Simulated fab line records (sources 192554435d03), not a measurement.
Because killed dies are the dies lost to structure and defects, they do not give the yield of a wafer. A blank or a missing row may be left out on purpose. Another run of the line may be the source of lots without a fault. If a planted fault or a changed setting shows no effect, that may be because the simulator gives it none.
Lot-split experiment | flow n5 finfet | route with 1938 steps; 7 lots, 21 wafers read

SPLIT DETAILS
At N5_BEOL_M3_EXPOSE_08 (exposes mask M3), the setting dose mj was moved away from the recipe's 33 on 6 of the 21 wafers read, by -6.1% to +7.0%. All remaining wafers had this setting at the recipe value.

FROM THE SPLIT TO THE READING: what the file shows between them, 11 steps
- N5_BEOL_M3_PEB_09: peb time 60 s
- N5_BEOL_M3_DEVELOP_10: develop time 30 s
- N5_BEOL_M3_CD_MEAS_11: target cd 17.05 nm
- N5_BEOL_M3_DESCUM_16: chemistry O2, time 7 s
- N5_BEOL_M3_ETCH_74: etches underlayer in N2/H2, target depth 6.5 nm, time 5.2 s
- N5_BEOL_M3_ETCH_63: etches SiARC in CF4, target depth 15.6 nm, time 26 s
- N5_BEOL_M3_ETCH_64: etches SOC in N2/H2, target depth 75 nm, overetch 15 nm, time 112.5 s (also split here: time s)
- N5_BEOL_M3_STRIP_65: strips in N2/H2
- N5_BEOL_M3_STRIP_75: strips in N2/H2
- N5_BEOL_M3_HM_OPEN_17: chemistry Cl2/BCl3, target TiN, target depth 20 nm, overetch 6 nm
- N5_BEOL_M3_STRIP_19: strips in O2

THE READING
cd nm, in nm, at N5_BEOL_M3_CD_MEAS_18 (pitch 36 nm, target cd 18 nm). A value of 18.1 nm with a standard deviation of 0.31 nm is what fault-free wafers of this fab line usually give.

wafer  | tool, chamber at the split | dose mj as run | against the recipe | cd nm, nm | against lot-mates on the recipe
L074.1 | euv scanner-01, 0          | 33             | recipe             | 17.7      | -
L074.2 | euv scanner-01, 0          | 33             | recipe             | 17.8      | -
L074.3 | euv scanner-01, 0          | 30.98          | -6.1%              | 16.7      | -1.1
L079.3 | euv scanner-02, 0          | 33             | recipe             | 17.7      | -
L079.5 | euv scanner-02, 0          | 33             | recipe             | 16.9      | -
L079.6 | euv scanner-02, 0          | 35.3           | +7.0%              | 19.2      | +1.9
L084.1 | euv scanner-02, 0          | 33             | recipe             | 18.3      | -
L084.2 | euv scanner-02, 0          | 33             | recipe             | 18.7      | -
L084.5 | euv scanner-02, 0          | 31.25          | -5.3%              | 16.9      | -1.6
L087.3 | euv scanner-01, 0          | 33.95          | +2.9%              | 19.3      | +1.2
L087.5 | euv scanner-01, 0          | 33             | recipe             | 18.1      | -
L087.6 | euv scanner-01, 0          | 33             | recipe             | 18.2      | -
L088.1 | euv scanner-02, 0          | 33             | recipe             | 18.5      | -
L088.2 | euv scanner-02, 0          | 31.69          | -4.0%              | 17.4      | -1.1
L088.3 | euv scanner-02, 0          | 31.69          | -4.0%              | 16.7      | -1.8
L092.4 | euv scanner-02, 0          | 33             | recipe             | 17.8      | -
L092.5 | euv scanner-02, 0          | 33             | recipe             | 18.0      | -
L092.6 | euv scanner-02, 0          | 33             | recipe             | 17.4      | -
L095.2 | euv scanner-01, 0          | 33             | recipe             | 17.9      | -
L095.3 | euv scanner-01, 0          | 33             | recipe             | 18.0      | -
L095.6 | euv scanner-01, 0          | 33             | recipe             | 17.7      | -

FIT RESULTS
A straight line over all 21 wafers: cd nm changes by +0.214 nm for each +1% of dose mj; r = +0.81; the points scatter about the line by 0.43 nm.
The same after taking each lot's own level away (the mean of its wafers on the recipe; 21 wafers): +0.28 nm for each +1%; r = +0.93; scatter 0.3 nm.
According to that fit, moving dose mj by its largest amount changes the reading by 1.9 nm.
From 17.30 to 18.50 nm: that is the span of the lots' own levels, equal to 3.9 times the standard deviation above.
So the slope is not independent of the lot-to-lot level: the two fits are not the same.
Check: +2 nm against its lot-mates is what the line predicts for one of the wafers moved furthest among these (+7.0%) when that wafer is left out of the fit. It came out at +1.9 nm against them.

ADDITIONAL SPLITS CARRIED BY THESE WAFERS
Note: prior to the reading, these wafers also went through further splits. Each is held against what the fit with the lots' levels taken away leaves over:
other split on the same wafers                  | wafers away from the commonest value | r with cd nm (lot level and that fit taken away)
N5_MOL_CONTACT_COAG_ETCHBACK_136 target depth a | 6                                    | -0.26
N5_MOL_CONTACT_COAG_CVD_140 target thk a        | 5                                    | +0.02
N5_BEOL_M1_COAT_68 spin rpm                     | 8                                    | +0.28
N5_BEOL_M2_ETCH_69 bias w                       | 6                                    | +0.06
N5_BEOL_M3_ETCH_64 time s                       | 11                                   | +0.16

THE WHOLE CHAIN: every reading that the file lists as answering this split, in the file's order
step                  | what it does                                                          | reading                                                               | change (the file's fit)               | r (the file's)
N5_BEOL_M3_CD_MEAS_11 | target cd 17.05 nm                                                    | cd nm                                                                 | +0.174 nm for each +1% of the setting | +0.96
N5_BEOL_M3_ETCH_74    | etches underlayer in N2/H2, target depth 6.5 nm, time 5.2 s           | BEOL_M3.cd offset nm (the simulator's own value, which no gauge read) | +0.202 nm for each +1% of the setting | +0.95
N5_BEOL_M3_ETCH_63    | etches SiARC in CF4, target depth 15.6 nm, time 26 s                  | BEOL_M3.cd offset nm (the simulator's own value, which no gauge read) | +0.21 nm for each +1% of the setting  | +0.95
N5_BEOL_M3_ETCH_64    | etches SOC in N2/H2, target depth 75 nm, overetch 15 nm, time 112.5 s | BEOL_M3.cd offset nm (the simulator's own value, which no gauge read) | +0.26 nm for each +1% of the setting  | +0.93
N5_BEOL_M3_CD_MEAS_18 | pitch 36 nm, target cd 18 nm                                          | cd nm                                                                 | +0.265 nm for each +1% of the setting | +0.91

THE FILE'S OWN FIT
cd nm changes by +0.265 nm for each +1% of dose mj, r = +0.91.
